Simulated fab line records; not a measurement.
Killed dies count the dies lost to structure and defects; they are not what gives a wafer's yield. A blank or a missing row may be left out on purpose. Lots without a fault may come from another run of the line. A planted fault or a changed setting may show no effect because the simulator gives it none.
A lot that was struck, set against a sound lot :: flow n5_finfet :: 34 steps out of a route of 1938
Sound: the wafers L372.1, L372.2, L372.5. Struck: wafer L362.3 (L362.1, L362.6, from the same lot, were not struck and are left out); the cause is given at the end.
Per side, at each step with rows, come the tool, then ch with its chambers, and then its first start. Under that, the readings that differ: sound wafers :: struck wafers :: difference of the means :: sigmas: that difference in standard deviations of wafers without a fault.
alike: readings with means less than 2 such deviations apart, plus words and numbers identical on both sides. not compared: withheld readings, readings lacking a value on some wafer, bounds such as >300 that could conceal the same value, and numbers that have no deviation in the record and whose values overlap.
A row with sigmas, a row that says differs or no value, or rows on one side alone: a step with any of these is where the two part. Numbers that have no deviation but don't overlap get no sigmas and don't part them. A reading missing from all wafers of one side parts the sides only when that side holds two or more wafers.

first, 9 steps without rows for these wafers: N5_SD_EPI_P_DEVELOP_08 (develop time 30 s); N5_SD_EPI_P_DESCUM_14 (chemistry O2, time 7.9 s); N5_SD_EPI_P_ETCH_36 (etches SiARC in CF4, target depth 45.5 nm, time 75.8 s); N5_SD_EPI_P_ETCH_37 (etches SOC in N2/H2, overetch 108 nm, time 486 s); N5_SD_EPI_P_STRIP_38 (strips in N2/H2); N5_SD_EPI_P_ETCHBACK_46 (etches SiNx in CH3F/O2, stops on SiO2, target depth 17.5 nm); N5_SD_EPI_P_ETCH_47 (etches SiOCN in CH3F/O2, target depth 25 nm); N5_SD_EPI_P_ETCH_16 (etches SiO2 in CHF3/O2, target depth 5 nm); N5_SD_EPI_P_STRIP_50 (strips in CHF3/O2).
N5_SD_EPI_P_SD_RECESS_17: chemistry HBr/Cl2/O2, target depth 39.1 nm, bt time 3 s.
  sound on rie_si-06 ch 0,2, day 6 15:59; struck on rie_si-01 ch 0, day 4 00:11
reading: O2_flow_sccm (sccm)
sound: 12.00 12.04 12.00
struck: 11.95
difference: -0.06
sigmas: -2

reading: drypump_motor_current_A (A)
sound: 5.7 6.3 5.7
struck: 5.0
difference: -0.9
sigmas: -2

reading: model.etch.depth_nm (nm)
sound: 38.87 38.77 38.8
struck: 29.73
difference: -9.08
sigmas: 

reading: model.SD_EPI_P.feature_depth_nm (nm)
sound: 38.8 38.8 38.8
struck: 29.8
difference: -9.0
sigmas: 
  alike: bias_w, oes_product_au, throttle_valve_pct
  not compared: rf_hours_counter_h
then, 22 steps without rows for these wafers: N5_SD_EPI_P_WET_ETCH_45 (etches SiO2 in dHF, time 10.7 s, target depth 2 nm, rinse time 30 s); N5_SD_EPI_P_STRIP_40 (strips in N2/H2); N5_SD_EPI_P_PRECLEAN_52 (cleans in O3/DIW, time 60 s); N5_SD_EPI_P_SRD_20 (time 30 s); N5_SD_EPI_P_PRECLEAN_51 (cleans in NF3:NH3, afs cycles 1, time 20 s, sublimation time 60 s); N5_SD_EPI_P_VAPOR_ETCH_44 (etches SiGe30 in NF3/Ar, time 3.3 s); N5_SD_EPI_P_EPI_21 (deposits SiGe:B, time 355 s); N5_SD_EPI_P_HM_STRIP_48 (strips SiNx in H3PO4, material SiNx, target depth 3 nm); N5_SD_EPI_P_SRD_49 (time 30 s); N5_SD_EPI_P_PRECLEAN_24 (cleans in O3/DIW, time 45 s); N5_SD_EPI_P_PRECLEAN_32 (cleans in dHF, time 10 s); N5_SD_EPI_P_PRECLEAN_33 (cleans in SC2, time 45 s); N5_SD_EPI_P_SRD_25 (time 30 s); N5_SD_ACTIVATION_RTA_00 (time 0 s); N5_SD_ACTIVATION_LSA_01 (time 0.0008 s); N5_ILD0_LINER_00 (material SiNx, target thk 4 nm, pulse time 1 s, purge time 2 s); N5_ILD0_FCVD_FILL_01 (material SiO2 flowable, target thk 200 nm, time 328.3 s); N5_ILD0_CURE_02 (time 1800 s); N5_ILD0_CMP_03 (polishes, stops on SiNx, t overpolish 1.9 s, target thk 197.38 nm); N5_ILD0_CMP_07 (polishes SiO2 flowable, stops on poly-Si, t overpolish 1.18 s, target thk 138.88 nm); N5_ILD0_PRECLEAN_10 (cleans in NF3:NH3, afs cycles 5, time 20 s, sublimation time 60 s); N5_ILD0_ALD_15 (deposits SiNx, target thk 24 nm, pulse time 1 s, ald cycles 480).
-- the record jumps here: 5 days lie between the struck wafers' starts before and after (it left off in module ILD0 and takes up again in module BEOL_M4, whose first step shown is number 1111 of the route) --
N5_BEOL_M4_RC_MEAS_101:
  sound on prober-02 ch 0, day 11 01:24; struck on prober-02 ch 0, day 8 14:02
reading: CJ_P
sound: 5.94 5.87 6.05
struck: 3.68
difference: -2.27
sigmas: -13

reading: DIBL_P (mV/V)
sound: 35.1 34.5 36.1
struck: 31.8
difference: -3.4
sigmas: -2

reading: IOFF_P (nA/um)
sound: 0.194 0.185 0.204
struck: 0.127
difference: -0.067
sigmas: -2

reading: IOFF_P_LONG (nA/um)
sound: 0.000108 0.000107 0.000109
struck: 8.5e-05
difference: -2.3e-05
sigmas: -3

reading: ION_P (uA/um)
sound: 455 454 459
struck: 409
difference: -47
sigmas: -9

reading: SS_P (mV/dec)
sound: 72.9 72.6 73.9
struck: 71.9
difference: -1.2
sigmas: -2

reading: VT_P (mV)
sound: -248.7 -252.4 -250.1
struck: -258.3
difference: -7.9
sigmas: -3

reading: VT_P_LVT (mV)
sound: -99.3 -100.1 -99.2
struck: -106.9
difference: -7.4
sigmas: -3
  alike: DIBL_N, IOFF_N, ION_N, REXT_P, SS_N, VT_N
-- here the record skips 4 days between the struck wafers' starts before and after, leaving off in module BEOL_M4 and picking up in module PASSIVATION (first step shown: number 1936 of the route) --
N5_PASSIVATION_PROBE_49:
  sound: prober-02 at day 15 05:38; struck: prober-02 at day 12 14:27
reading: killed_at_contacts
sound: 22
struck: 9
difference: -13
sigmas: -2

reading: sort_bin_8_speed (%)
sound: 0
struck: 90.42
difference: +90.42
sigmas: 

reading: sort_n_pass
sound: 1072
struck: 2
difference: -1070
sigmas: -59

reading: sort_yield_pct (%)
sound: 90.8
struck: 0.2
difference: -90.6
sigmas: -60
  alike: defect_limited_yield, killed_at_M0_to_M3, killed_at_M4_up, killed_at_front_end, killed_at_other, killed_dies, killed_open, killed_short, sort_bin_5_function, sort_bin_6_memory

WHERE THEY PART
At N5_SD_EPI_P_SD_RECESS_17 first; at N5_PASSIVATION_PROBE_49 last (within this record only).

WHY: the cause the simulator had injected
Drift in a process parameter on rie_si-01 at N5_SD_EPI_P_SD_RECESS_17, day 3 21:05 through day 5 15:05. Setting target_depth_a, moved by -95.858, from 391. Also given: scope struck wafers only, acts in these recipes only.
